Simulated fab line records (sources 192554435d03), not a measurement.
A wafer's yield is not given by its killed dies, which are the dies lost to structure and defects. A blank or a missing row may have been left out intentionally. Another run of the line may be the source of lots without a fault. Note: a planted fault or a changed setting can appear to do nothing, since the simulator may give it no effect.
fab line records | flow n5_finfet
record: lots: 10 wafers: 29 last_day: 17
route steps=1938 shown ZERO_LAYER@4 BEOL_M4@1082 BEOL_M5@1112
lots untouched by any fault: they come from a run of this same line in which no faults occurred
start_h: start of the lot's first displayed wafer, in hours after the record's first day | wait_h: hours since the lot's step before | " identical to the entry in the row above | L1.1+2: several wafers, shown together as one row | - value missing, or start not given | * or withheld: withheld | < > ~ a bound
route shown NAME@n: a module of which the file shows steps, and the number in the route of the first | usual: mean/standard deviation taken from wafers without a fault | same: alike in all rows | chamber/n: place in a boat | sites: each site's reading | _std_site: their standard deviation | _edge_site: the outer-site mean with the inner-site mean subtracted | radius_mm: for every site, how far away it sits from the centre of the wafer | mask NAME#n: copy n | behind: the last tool/chamber to shape the wafer | hold: why the lot was held/for how many hours/how that ended | device: the transistor (n, p or np) that didn't switch | end of line: at the end of the route, the tests of the same wafers | a step without rows: its recipe alone | killed: count of dies lost to structure and defects at first sort (not the wafer's yield) | map: the dies of a wafer, with x for killed, . for not killed, _ for no die there
set.NAME: the setting the step ran with; set.NAME@STEP: the setting that earlier step ran with | model.NAME: the simulator's own value behind a step, which no gauge read
route steps across a sampled set of lots; one table per step, one row per wafer
services: the hour from which a tool's chamber was out of use, counted from the record's first day as start_h (under 0 if before that day), plus the number of hours and why
== steps ==
step: N5_ZERO_LAYER_PECVD_02
recipe: material: SiO2 target_thk_a: 100 temp_c: 400 precursor: SiH4/N2O pressure_torr: 0.75 rf_w: 275 time_s: 6
usual: heater_power_w: 766/89 showerhead_plenum_p_Torr: 8.11/0.12
columns lot.wafer tool chamber start_h wait_h heater_power_w showerhead_plenum_p_Torr
L655.1 pecvd-04 0 12.28 0.0 638 7.98
L655.6 " 0 " " 628 7.96
L656.1 pecvd-02 0 18.32 0.0 834 8.16
L656.4 " 2 " " 810 8.09
L656.6 " 0 " " 822 8.17
L657.2 pecvd-02 1 24.30 0.0 772 8.10
L657.3 " 2 " " 855 8.08
L657.4 " 0 " " 818 8.17
L658.2 pecvd-04 2 30.28 0.0 765 8.15
L658.3 " 1 " " 725 8.38
L658.5 " 2 " " 748 8.18
L660.3 pecvd-03 1 42.31 0.1 888 8.17
L660.4 " 0 " " 753 8.08
L660.5 " 1 " " 913 8.18
L661.2 pecvd-02 0 48.28 0.0 824 8.18
L661.3 " 2 " " 744 8.09
L661.6 " 1 " " 777 8.10
L662.2 pecvd-04 1 54.32 0.0 698 8.37
L662.3 " 2 " " 925 8.15
L662.4 " 2 " " 940 8.16
L663.1 pecvd-03 2 60.30 0.0 709 7.91
L663.4 " 1 " " 922 8.17
L663.5 " 0 " " 720 8.06
L672.3 pecvd-03 0 114.30 0.0 734 8.06
L672.4 " 1 " " 879 8.17
L672.5 " 0 " " 748 8.06
L678.1 pecvd-04 1 150.47 0.0 658 8.33
L678.2 " 0 " " 694 7.98
L678.5 " 1 " " 692 8.36
step: N5_BEOL_M4_SURFACE_TREAT_85
recipe: gas: Ar time_s: * ion_energy_ev: * ion_current_ma_cm2: 0.5 pressure_mtorr: * ar_flow_sccm: 30
usual: throttle_valve_pct: *
columns lot.wafer tool chamber start_h wait_h throttle_valve_pct
L655.1 pvd_sputter-03 - 163.50 0.4 *
L655.6 " - " " *
L656.1 pvd_sputter-03 - 166.26 0.3 *
L656.4 " - " " *
L656.6 " - " " *
L657.2 pvd_sputter-01 - 175.11 0.3 *
L657.3 " - " " *
L657.4 " - " " *
L658.2 pvd_sputter-03 - 179.70 0.1 *
L658.3 " - " " *
L658.5 " - " " *
L660.3 pvd_sputter-03 - 189.71 0.2 *
L660.4 " - " " *
L660.5 " - " " *
L661.2 pvd_sputter-01 - 196.78 0.2 *
L661.3 " - " " *
L661.6 " - " " *
L663.1 pvd_sputter-02 - 199.89 0.2 *
L663.4 " - " " *
L663.5 " - " " *
L662.2 pvd_sputter-01 - 200.04 0.2 *
L662.3 " - " " *
L662.4 " - " " *
L672.3 pvd_sputter-02 - 260.67 0.1 *
L672.4 " - " " *
L672.5 " - " " *
L678.1 pvd_sputter-03 - 293.62 0.2 *
L678.2 " - " " *
L678.5 " - " " *
step: N5_BEOL_M4_SPUTTER_79
recipe: material: Cu target_thk_a: 45 temp_c: -20 chamber_pressure_pa: 0.07 power_w: withheld time_s: 8.29
usual: chuck_gas_flow_sccm: 1.26/0.052 chuck_sensor_temp_C: -16.1/0.47 throttle_valve_pct: 29.7/0.98
columns lot.wafer tool chamber start_h wait_h chuck_gas_flow_sccm chuck_sensor_temp_C throttle_valve_pct
L655.1 pvd_sputter-03 - 164.00 0.1 1.32 -15.8 31.6
L655.6 " - " " 1.23 -15.6 28.6
L656.1 pvd_sputter-03 - 166.72 0.1 1.31 -15.7 31.4
L656.4 " - " " 1.33 -15.8 31.6
L656.6 " - " " 1.21 -16.3 29.2
L657.2 pvd_sputter-01 - 175.63 0.1 1.21 -15.1 29.8
L657.3 " - " " 1.17 -15.7 29.4
L657.4 " - " " 1.20 -15.7 30.0
L658.2 pvd_sputter-02 - 180.37 0.1 1.27 -16.2 31.2
L658.3 " - " " 1.19 -16.2 30.5
L658.5 " - " " 1.28 -16.2 31.0
L660.3 pvd_sputter-01 - 191.50 0.1 1.31 -15.7 29.8
L660.4 " - " " 1.26 -15.7 30.1
L660.5 " - " " 1.29 -17.0 28.1
L661.2 pvd_sputter-02 - 197.39 0.1 1.28 -16.7 29.7
L661.3 " - " " 1.22 -16.1 31.3
L661.6 " - " " 1.21 -16.5 28.9
L663.1 pvd_sputter-01 - 200.40 0.1 1.22 -15.7 29.5
L663.4 " - " " 1.33 -17.0 28.2
L663.5 " - " " 1.24 -15.9 29.8
L662.2 pvd_sputter-03 - 200.67 0.1 1.30 -15.7 31.5
L662.3 " - " " 1.28 -15.5 29.0
L662.4 " - " " 1.29 -16.2 29.4
L672.3 pvd_sputter-03 - 261.12 0.1 1.28 -16.5 29.6
L672.4 " - " " 1.22 -15.7 31.6
L672.5 " - " " 1.25 -15.4 29.0
L678.1 pvd_sputter-03 - 294.10 0.1 1.22 -15.8 28.9
L678.2 " - " " 1.22 -15.8 31.6
L678.5 " - " " 1.34 -15.9 28.9
step: N5_BEOL_M4_RC_MEAS_101
usual: CJ_N: 4.33/0.091 CJ_P: 5.78/0.18 DIBL_N: 36.2/1.7 DIBL_P: 36.6/1.9 IOFF_N: 0.16/0.032 IOFF_P: 0.21/0.037 ION_N: 675/12 ION_P: 460/8.1 RS_PWELL: 3015/21 SS_N: 71.4/0.58 SS_P: 73.4/0.64 VT_N: 249/3.2 VT_P: -252/3.4
columns lot.wafer tool chamber start_h wait_h CJ_N CJ_P DIBL_N[mV/V] DIBL_P[mV/V] IOFF_N[nA/um] IOFF_P[nA/um] ION_N[uA/um] ION_P[uA/um] RS_PWELL[ohm/sq] SS_N[mV/dec] SS_P[mV/dec] VT_N[mV] VT_P[mV]
L655.1 prober-02 0 166.74 0.0 4.44 5.79 39.2 38.4 0.20 0.22 673 452 3010 72.1 73.8 246 -252
L655.6 " 0 " " 4.41 5.77 36.3 35.2 0.15 0.18 674 459 3025 70.1 73.3 248 -252
L656.1 prober-02 0 169.36 0.0 4.37 5.67 36.7 37.2 0.17 0.23 665 465 3003 71.8 73.2 250 -248
L656.4 " 0 " " 4.29 5.77 36.4 37.7 0.16 0.23 687 468 3004 72.2 73.8 250 -247
L656.6 " 0 " " 4.37 5.73 33.9 34.4 0.13 0.18 668 465 3050 71.1 72.9 252 -250
L657.2 prober-01 0 178.44 0.2 4.43 5.66 38.3 38.3 0.19 0.26 684 460 3027 71.3 74.0 246 -247
L657.3 " 0 " " 4.46 5.79 40.0 40.5 0.24 0.31 685 469 3021 72.7 74.1 244 -242
L657.4 " 0 " " 4.32 6.11 36.8 37.0 0.18 0.24 685 466 3027 71.6 73.1 247 -246
L658.2 prober-02 0 183.29 0.2 4.38 5.70 38.1 38.5 0.19 0.23 682 462 3040 72.5 73.5 248 -250
L658.3 " 0 " " 4.19 5.62 34.9 35.8 0.14 0.19 657 450 3011 71.9 72.8 253 -253
L658.5 " 0 " " 4.45 5.36 36.7 37.3 0.17 0.21 676 462 3046 71.4 73.5 250 -253
L660.3 prober-02 0 194.52 0.3 4.22 5.71 37.4 38.4 0.18 0.23 679 467 2985 71.6 74.6 249 -246
L660.4 " 0 " " 4.31 6.08 34.8 34.5 0.13 0.16 674 461 3002 70.8 73.0 251 -251
L660.5 " 0 " " 4.25 6.10 35.5 35.5 0.15 0.18 671 458 2998 70.8 73.6 251 -253
L661.2 prober-02 0 200.25 0.2 4.32 5.83 35.1 35.8 0.15 0.20 688 470 3031 71.5 73.1 249 -250
L661.3 " 0 " " 4.41 5.58 34.4 34.5 0.14 0.19 674 460 3019 71.0 72.3 246 -252
L661.6 " 0 " " 4.45 5.77 36.1 37.2 0.18 0.23 681 468 3044 71.5 73.6 246 -248
L663.1 prober-01 0 203.10 0.0 4.46 5.38 39.4 39.6 0.27 0.30 700 471 3024 72.8 74.4 242 -245
L663.4 " 0 " " 4.51 5.77 39.1 39.7 0.25 0.30 697 473 3028 71.7 74.9 241 -244
L663.5 " 0 " " 4.35 5.27 38.0 38.2 0.23 0.27 697 471 3012 71.8 73.8 242 -250
L662.2 prober-02 0 203.56 0.2 4.43 5.71 36.8 38.0 0.17 0.21 669 454 3012 72.3 73.7 248 -254
L662.3 " 0 " " 4.24 5.83 35.1 37.1 0.14 0.18 669 451 2986 71.1 72.7 251 -251
L662.4 " 0 " " 4.39 5.94 36.4 37.7 0.16 0.20 672 450 2989 71.1 73.2 246 -253
L672.3 prober-02 0 264.09 0.3 4.45 5.51 37.1 37.9 0.17 0.21 678 463 3020 71.4 73.3 248 -251
L672.4 " 0 " " 4.81 4.54 35.4 36.2 0.14 0.18 655 451 3101 71.6 73.1 248 -254
L672.5 " 0 " " 4.47 5.52 34.8 34.4 0.13 0.16 667 454 3027 71.3 72.4 251 -255
L678.1 prober-02 0 296.75 0.0 4.40 5.63 37.0 35.9 0.16 0.21 680 465 3024 71.2 72.9 249 -253
L678.2 " 0 " " 4.45 6.03 35.7 34.2 0.13 0.19 666 460 3027 69.8 72.2 254 -250
L678.5 " 0 " " 4.39 5.62 37.2 37.3 0.17 0.23 684 469 3027 71.0 73.9 249 -247
step: N5_BEOL_M5_ILD_DEP_00
recipe: material: SiCOH_lowk target_thk_a: 1406.4 temp_c: 300 precursor: DEMS/porogen pressure_torr: 5 rf_w: 500 time_s: 25.9
usual: heater_power_w: 299/53 showerhead_plenum_p_Torr: 5.735/0.017 throttle_valve_pct: 13.7/0.5
columns lot.wafer tool chamber start_h wait_h heater_power_w showerhead_plenum_p_Torr throttle_valve_pct
L655.1 pecvd-03 0 167.70 0.8 262 5.746 13.3
L655.6 " 2 " " 203 5.729 12.9
L656.1 pecvd-04 1 170.32 0.8 291 5.756 13.6
L656.4 " 1 " " 286 5.751 13.6
L656.6 " 2 " " 360 5.745 13.3
L657.2 pecvd-01 2 179.25 0.7 317 5.742 13.3
L657.3 " 1 " " 384 5.723 14.4
L657.4 " 2 " " 249 5.743 13.7
L658.2 pecvd-04 2 184.09 0.7 378 5.735 13.1
L658.3 " 1 " " 288 5.761 13.5
L658.5 " 1 " " 285 5.758 13.7
L660.3 pecvd-01 2 195.18 0.5 276 5.735 13.5
L660.4 " 1 " " 373 5.716 14.3
L660.5 " 2 " " 282 5.725 13.6
L661.2 pecvd-04 1 201.05 0.7 286 5.746 13.7
L661.3 " 0 " " 286 5.725 14.1
L661.6 " 2 " " 382 5.761 12.8
L663.1 pecvd-03 0 204.06 0.8 256 5.741 13.6
L663.4 " 0 " " 265 5.729 13.7
L663.5 " 1 " " 382 5.753 14.0
L662.2 pecvd-01 1 204.37 0.7 364 5.723 14.7
L662.3 " 0 " " 241 5.723 13.5
L662.4 " 0 " " 243 5.735 13.6
L672.3 pecvd-03 1 264.74 0.5 334 5.762 13.9
L672.4 " 1 " " 342 5.739 13.8
L672.5 " 2 " " 241 5.718 12.6
L678.1 pecvd-04 1 297.72 0.8 252 5.783 13.9
L678.2 " 2 " " 400 5.747 13.3
L678.5 " 2 " " 410 5.731 13.3
== services ==
columns tool chamber start_h hours kind
pecvd-03 - -3.44 0.7 repair
pvd_sputter-02 - 11.20 0.7 repair
pecvd-04 - 16.51 12.7 repair
pecvd-03 2 21.20 - clean
pecvd-03 2 21.20 - consumable_replace:showerhead
pecvd-03 2 21.20 29.0 scheduled_down
pecvd-03 2 21.20 29.0 vent_cycle
pecvd-02 - 59.95 2.8 pm
pecvd-03 0 64.13 2.1 scheduled_down
pecvd-03 2 67.09 6.4 repair
pecvd-04 2 80.49 10.2 repair
pecvd-02 - 83.73 1.5 repair
pvd_sputter-03 - 101.84 8.9 repair
pecvd-01 - 107.81 14.6 pm
pecvd-04 1 121.37 3.7 repair
pecvd-02 1 153.69 6.7 repair
pvd_sputter-01 - 157.09 9.9 repair
pecvd-01 - 167.15 7.7 repair
pecvd-03 0 184.91 1.8 repair
pecvd-03 1 187.01 2.1 scheduled_down
pecvd-04 2 218.71 5.5 scheduled_down
pecvd-02 1 220.64 5.0 repair
pecvd-01 - 246.76 2.8 pm
pecvd-01 0 274.91 19.8 repair
== key ==
first_sign: step: N5_BEOL_M4_RC_MEAS_101 reading: CJ_P direction: down sigmas: 6.8 usual: 5.78 struck: 4.54
effect: step: N5_BEOL_M4_RC_MEAS_101 reading: CJ_N direction: up sigmas: 5.3 usual: 4.33 struck: 4.81
effect: step: N5_BEOL_M4_RC_MEAS_101 reading: RS_PWELL direction: up sigmas: 4.1 usual: 3015 struck: 3101
met_at N5_ZERO_LAYER_PECVD_02
struck_lots L672
struck_wafers L672.4
not_acting_at N5_BEOL_M4_SURFACE_TREAT_85,N5_BEOL_M4_SPUTTER_79,N5_BEOL_M5_ILD_DEP_00
onset_between 60.30 114.30
fault: kind: process_parameter_drift tool: pecvd-03 chamber: 1 onset_h: 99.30 steps: N5_ZERO_LAYER_PECVD_02 channel: target_thk_a offset: * shape: step end_h: 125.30 acts_in: * stated: *
